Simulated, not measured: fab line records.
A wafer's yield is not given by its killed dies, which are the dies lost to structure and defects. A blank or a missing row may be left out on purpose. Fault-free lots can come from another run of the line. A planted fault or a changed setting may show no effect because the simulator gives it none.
Which tool is to blame? || flow n5-finfet || 11 lots, 32 wafers sampled, at 5 steps of a route of 1938

== WHAT THE GAUGES SHOWED, per wafer ==
N5_SD_EPI_N_EPI_MEAS_23.
{"lot": "L747", "measured": "day 3 06:26", "on": "film-metro-01", "thk-nm (nm)": "58.5 58.3 58.8"}
{"lot": "L749", "measured": "day 3 20:05", "on": "film-metro-02", "thk-nm (nm)": "60.6 59.4 60.1"}
{"lot": "L751", "measured": "day 4 04:32", "on": "film-metro-02", "thk-nm (nm)": "61.4 60.0 60.3"}
{"lot": "L753", "measured": "day 4 14:41", "on": "film-metro-02", "thk-nm (nm)": "59.0 59.6 58.0"}
{"lot": "L756", "measured": "day 5 15:09", "on": "film-metro-02", "thk-nm (nm)": "60.7 59.0 59.4"}
{"lot": "L757", "measured": "day 5 18:32", "on": "film-metro-01", "thk-nm (nm)": "58.1 58.2 58.6"}
{"lot": "L759", "measured": "day 6 11:31", "on": "film-metro-01", "thk-nm (nm)": "59.7 59.6 59.3"}
{"lot": "L764", "measured": "day 7 08:41", "on": "film-metro-01", "thk-nm (nm)": "74.8 60.5"}
{"lot": "L767", "measured": "day 8 06:26", "on": "film-metro-02", "thk-nm (nm)": "61.6 75.4 59.3"}
{"lot": "L769", "measured": "day 8 20:52", "on": "film-metro-01", "thk-nm (nm)": "59.3 59.3 61.1"}
{"lot": "L770", "measured": "day 8 22:43", "on": "film-metro-02", "thk-nm (nm)": "58.9 58.5 60.4"}

== EACH LOT AND THE TOOL THAT RAN IT (in order: tool; ch and the chambers of the sampled wafers; start) ==
{"lot": "L747", "N5_SPACER0_ALD_08": "ald-sin-01 ch 1,2, day 3 02:24", "N5_SD_EPI_N_ETCH_45": "rie-diel-02 ch 0,2,3, day 3 03:34", "N5_SD_EPI_N_STRIP_38": "plasma-asher-01 ch 0,1, day 3 03:50", "N5_SD_EPI_N_EPI_21": "epi-rpcvd-02 ch 0, day 3 05:17"}
{"lot": "L749", "N5_SPACER0_ALD_08": "ald-sin-04 ch 2,3, day 3 16:01", "N5_SD_EPI_N_ETCH_45": "rie-diel-04 ch 0,2,3, day 3 17:11", "N5_SD_EPI_N_STRIP_38": "plasma-asher-02 ch 0,1, day 3 17:27", "N5_SD_EPI_N_EPI_21": "epi-rpcvd-02 ch 0, day 3 18:21"}
{"lot": "L751", "N5_SPACER0_ALD_08": "ald-sin-01 ch 1,2, day 4 00:28", "N5_SD_EPI_N_ETCH_45": "rie-diel-05 ch 0,2,3, day 4 01:38", "N5_SD_EPI_N_STRIP_38": "plasma-asher-02 ch 0,1, day 4 01:55", "N5_SD_EPI_N_EPI_21": "epi-rpcvd-01 ch 0, day 4 03:22"}
{"lot": "L753", "N5_SPACER0_ALD_08": "ald-sin-01 ch 1,2,3, day 4 10:47", "N5_SD_EPI_N_ETCH_45": "rie-diel-02 ch 0,1,2, day 4 11:49", "N5_SD_EPI_N_STRIP_38": "plasma-asher-01 ch 0,1, day 4 12:05", "N5_SD_EPI_N_EPI_21": "epi-rpcvd-02 ch 0, day 4 12:59"}
{"lot": "L756", "N5_SPACER0_ALD_08": "ald-sin-02 ch 1,2, day 5 11:07", "N5_SD_EPI_N_ETCH_45": "rie-diel-02 ch 1,3, day 5 12:16", "N5_SD_EPI_N_STRIP_38": "plasma-asher-02 ch 0, day 5 12:32", "N5_SD_EPI_N_EPI_21": "epi-rpcvd-01 ch 0, day 5 13:26"}
{"lot": "L757", "N5_SPACER0_ALD_08": "ald-sin-01 ch 2,3, day 5 14:29", "N5_SD_EPI_N_ETCH_45": "rie-diel-02 ch 1,2,3, day 5 15:39", "N5_SD_EPI_N_STRIP_38": "plasma-asher-02 ch 0,1, day 5 15:55", "N5_SD_EPI_N_EPI_21": "epi-rpcvd-02 ch 0, day 5 16:49"}
{"lot": "L759", "N5_SPACER0_ALD_08": "ald-sin-02 ch 1,2,3, day 6 06:32", "N5_SD_EPI_N_ETCH_45": "rie-diel-04 ch 0,1, day 6 07:52", "N5_SD_EPI_N_STRIP_38": "plasma-asher-01 ch 1, day 6 08:08", "N5_SD_EPI_N_EPI_21": "epi-rpcvd-01 ch 0, day 6 09:36"}
{"lot": "L764", "N5_SPACER0_ALD_08": "ald-sin-02 ch 1, day 7 04:39", "N5_SD_EPI_N_ETCH_45": "rie-diel-05 ch 1,2, day 7 05:51", "N5_SD_EPI_N_STRIP_38": "plasma-asher-02 ch 0, day 7 06:05", "N5_SD_EPI_N_EPI_21": "epi-rpcvd-01 ch 0, day 7 07:47"}
{"lot": "L767", "N5_SPACER0_ALD_08": "ald-sin-04 ch 0,1,3, day 8 02:17", "N5_SD_EPI_N_ETCH_45": "rie-diel-04 ch 0,1,3, day 8 03:34", "N5_SD_EPI_N_STRIP_38": "plasma-asher-02 ch 0,1, day 8 03:49", "N5_SD_EPI_N_EPI_21": "epi-rpcvd-01 ch 0, day 8 04:43"}
{"lot": "L769", "N5_SPACER0_ALD_08": "ald-sin-02 ch 1,3, day 8 16:06", "N5_SD_EPI_N_ETCH_45": "rie-diel-04 ch 0,3, day 8 17:15", "N5_SD_EPI_N_STRIP_38": "plasma-asher-01 ch 0,1, day 8 17:31", "N5_SD_EPI_N_EPI_21": "epi-rpcvd-02 ch 0, day 8 18:58"}
{"lot": "L770", "N5_SPACER0_ALD_08": "ald-sin-02 ch 0,1,3, day 8 18:48", "N5_SD_EPI_N_ETCH_45": "rie-diel-05 ch 1,2, day 8 19:50", "N5_SD_EPI_N_STRIP_38": "plasma-asher-02 ch 0,1, day 8 20:06", "N5_SD_EPI_N_EPI_21": "epi-rpcvd-03 ch 0, day 8 21:17"}
- N5_SPACER0_ALD_08: deposits SiNx, target thk 2 nm.
- N5_SD_EPI_N_ETCH_45: etches SiOCN in CH3F/O2, target depth 6 nm.
- N5_SD_EPI_N_STRIP_38: strips in N2/H2.
- N5_SD_EPI_N_EPI_21: deposits Si:P, time 690 s.

== AS READ BY THE TOOLS THEMSELVES (means over the sampled wafers that have a number; for cases with no such wafer, the mark the record gives instead) ==
N5_SPACER0_ALD_08.
{"lot": "L747", "tool": "ald-sin-01", "heater-power-outer-w (W)": 591, "heater-power-w (W)": 939}
{"lot": "L749", "tool": "ald-sin-04", "heater-power-outer-w (W)": 487, "heater-power-w (W)": 810}
{"lot": "L751", "tool": "ald-sin-01", "heater-power-outer-w (W)": 596, "heater-power-w (W)": 928}
{"lot": "L753", "tool": "ald-sin-01", "heater-power-outer-w (W)": 548, "heater-power-w (W)": 883}
{"lot": "L756", "tool": "ald-sin-02", "heater-power-outer-w (W)": 488, "heater-power-w (W)": 850}
{"lot": "L757", "tool": "ald-sin-01", "heater-power-outer-w (W)": 483, "heater-power-w (W)": 818}
{"lot": "L759", "tool": "ald-sin-02", "heater-power-outer-w (W)": 475, "heater-power-w (W)": 805}
{"lot": "L764", "tool": "ald-sin-02", "heater-power-outer-w (W)": 500, "heater-power-w (W)": 888}
{"lot": "L767", "tool": "ald-sin-04", "heater-power-outer-w (W)": 513, "heater-power-w (W)": 851}
{"lot": "L769", "tool": "ald-sin-02", "heater-power-outer-w (W)": 475, "heater-power-w (W)": 800}
{"lot": "L770", "tool": "ald-sin-02", "heater-power-outer-w (W)": 493, "heater-power-w (W)": 840}

N5_SD_EPI_N_ETCH_45.
{"lot": "L747", "tool": "rie-diel-02", "drypump-motor-current-A (A)": 6.1, "mfc-ar-sccm (sccm)": 150.2, "oes-product-au (a.u.)": 0.71, "rf-vpp-V (V)": 127.1, "showerhead-plenum-p-Torr (Torr)": 1.97, "throttle-valve-pct (%)": 23.24}
{"lot": "L749", "tool": "rie-diel-04", "drypump-motor-current-A (A)": 5.6, "mfc-ar-sccm (sccm)": 149.9, "oes-product-au (a.u.)": 0.79, "rf-vpp-V (V)": 128.3, "showerhead-plenum-p-Torr (Torr)": 2.02, "throttle-valve-pct (%)": 23.23}
{"lot": "L751", "tool": "rie-diel-05", "drypump-motor-current-A (A)": 5.4, "mfc-ar-sccm (sccm)": 149.8, "oes-product-au (a.u.)": 0.72, "rf-vpp-V (V)": 127.7, "showerhead-plenum-p-Torr (Torr)": 1.96, "throttle-valve-pct (%)": 23.38}
{"lot": "L753", "tool": "rie-diel-02", "drypump-motor-current-A (A)": 5.9, "mfc-ar-sccm (sccm)": 149.8, "oes-product-au (a.u.)": 0.70, "rf-vpp-V (V)": 127.0, "showerhead-plenum-p-Torr (Torr)": 1.97, "throttle-valve-pct (%)": 23.29}
{"lot": "L756", "tool": "rie-diel-02", "drypump-motor-current-A (A)": 6.1, "mfc-ar-sccm (sccm)": 149.7, "oes-product-au (a.u.)": 0.68, "rf-vpp-V (V)": 127.8, "showerhead-plenum-p-Torr (Torr)": 2.03, "throttle-valve-pct (%)": 23.25}
{"lot": "L757", "tool": "rie-diel-02", "drypump-motor-current-A (A)": 6.0, "mfc-ar-sccm (sccm)": 150.2, "oes-product-au (a.u.)": 0.69, "rf-vpp-V (V)": 127.7, "showerhead-plenum-p-Torr (Torr)": 2.00, "throttle-valve-pct (%)": 23.30}
{"lot": "L759", "tool": "rie-diel-04", "drypump-motor-current-A (A)": 5.5, "mfc-ar-sccm (sccm)": 150.0, "oes-product-au (a.u.)": 0.77, "rf-vpp-V (V)": 128.2, "showerhead-plenum-p-Torr (Torr)": 2.09, "throttle-valve-pct (%)": 23.17}
{"lot": "L764", "tool": "rie-diel-05", "drypump-motor-current-A (A)": 5.8, "mfc-ar-sccm (sccm)": 149.8, "oes-product-au (a.u.)": 0.74, "rf-vpp-V (V)": 127.2, "showerhead-plenum-p-Torr (Torr)": 1.94, "throttle-valve-pct (%)": 23.21}
{"lot": "L767", "tool": "rie-diel-04", "drypump-motor-current-A (A)": 5.7, "mfc-ar-sccm (sccm)": 150.4, "oes-product-au (a.u.)": 0.83, "rf-vpp-V (V)": 127.5, "showerhead-plenum-p-Torr (Torr)": 2.04, "throttle-valve-pct (%)": 23.12}
{"lot": "L769", "tool": "rie-diel-04", "drypump-motor-current-A (A)": 5.8, "mfc-ar-sccm (sccm)": 149.6, "oes-product-au (a.u.)": 0.88, "rf-vpp-V (V)": 127.8, "showerhead-plenum-p-Torr (Torr)": 2.06, "throttle-valve-pct (%)": 23.16}
{"lot": "L770", "tool": "rie-diel-05", "drypump-motor-current-A (A)": 5.9, "mfc-ar-sccm (sccm)": 149.6, "oes-product-au (a.u.)": 0.74, "rf-vpp-V (V)": 127.7, "showerhead-plenum-p-Torr (Torr)": 1.98, "throttle-valve-pct (%)": 23.28}

N5_SD_EPI_N_STRIP_38.
{"lot": "L747", "tool": "plasma-asher-01", "drypump-motor-current-A (A)": 5.56, "heater-power-w (W)": 329, "n2-flow-sccm (sccm)": 1748, "oes-product-au (a.u.)": 0.753}
{"lot": "L749", "tool": "plasma-asher-02", "drypump-motor-current-A (A)": 5.59, "heater-power-w (W)": 343, "n2-flow-sccm (sccm)": 1752, "oes-product-au (a.u.)": 0.759}
{"lot": "L751", "tool": "plasma-asher-02", "drypump-motor-current-A (A)": 5.61, "heater-power-w (W)": 342, "n2-flow-sccm (sccm)": 1749, "oes-product-au (a.u.)": 0.762}
{"lot": "L753", "tool": "plasma-asher-01", "drypump-motor-current-A (A)": 5.55, "heater-power-w (W)": 333, "n2-flow-sccm (sccm)": 1749, "oes-product-au (a.u.)": 0.762}
{"lot": "L756", "tool": "plasma-asher-02", "drypump-motor-current-A (A)": 5.63, "heater-power-w (W)": 336, "n2-flow-sccm (sccm)": 1751, "oes-product-au (a.u.)": 0.756}
{"lot": "L757", "tool": "plasma-asher-02", "drypump-motor-current-A (A)": 5.63, "heater-power-w (W)": 338, "n2-flow-sccm (sccm)": 1747, "oes-product-au (a.u.)": 0.779}
{"lot": "L759", "tool": "plasma-asher-01", "drypump-motor-current-A (A)": 5.70, "heater-power-w (W)": 307, "n2-flow-sccm (sccm)": 1755, "oes-product-au (a.u.)": 0.766}
{"lot": "L764", "tool": "plasma-asher-02", "drypump-motor-current-A (A)": 5.65, "heater-power-w (W)": 330, "n2-flow-sccm (sccm)": 1744, "oes-product-au (a.u.)": 0.754}
{"lot": "L767", "tool": "plasma-asher-02", "drypump-motor-current-A (A)": 5.59, "heater-power-w (W)": 341, "n2-flow-sccm (sccm)": 1750, "oes-product-au (a.u.)": 0.772}
{"lot": "L769", "tool": "plasma-asher-01", "drypump-motor-current-A (A)": 5.41, "heater-power-w (W)": 348, "n2-flow-sccm (sccm)": 1751, "oes-product-au (a.u.)": 0.775}
{"lot": "L770", "tool": "plasma-asher-02", "drypump-motor-current-A (A)": 5.61, "heater-power-w (W)": 341, "n2-flow-sccm (sccm)": 1749, "oes-product-au (a.u.)": 0.758}

== THE ANSWER, worked out from the rows above alone ==
Rule: the lots themselves supply what counts as usual. The widest of any qualifying gaps counts: lots, ordered by their means at a reading, are off when they make up no more than a third of the lots, leave a main group of 4 or more, and stand apart from it by 3 or more times the standard deviation of that group's means. Not used: any main group whose means are identical at the precision the tables above print for the reading. Also off: a lot with no number at a reading for which 4 or more lots have one. Any other lot the step has rows for is counted as sound. Order of review: gauges by route order, followed by the tools' own readings, for which a lot's mean as printed above is used. At the first step where some lot is off, the reading lying furthest off is the one used; lots without a number count as furthest.
Off at N5_SD_EPI_N_EPI_MEAS_23 (thk-nm): L764, L767. The main group: mean 59.4 nm, standard deviation 0.7.
If a tool, at a process step before that reading, ran all the lots that are off and no sound lot after the first of them, it fits. Gauges at N5_SD_EPI_N_EPI_MEAS_23: tried the same way as those tools. One fits: N5_SD_EPI_N_EPI_21 on epi-rpcvd-01. Its last sound lot is L759 (day 6 09:36), its first lot that is off L764 (day 7 07:47): a fault that began between those two fits.

== WHAT THE SIMULATOR HAD INSERTED ==
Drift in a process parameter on epi-rpcvd-01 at N5_SD_EPI_N_EPI_21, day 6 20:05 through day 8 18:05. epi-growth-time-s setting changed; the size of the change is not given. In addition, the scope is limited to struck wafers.
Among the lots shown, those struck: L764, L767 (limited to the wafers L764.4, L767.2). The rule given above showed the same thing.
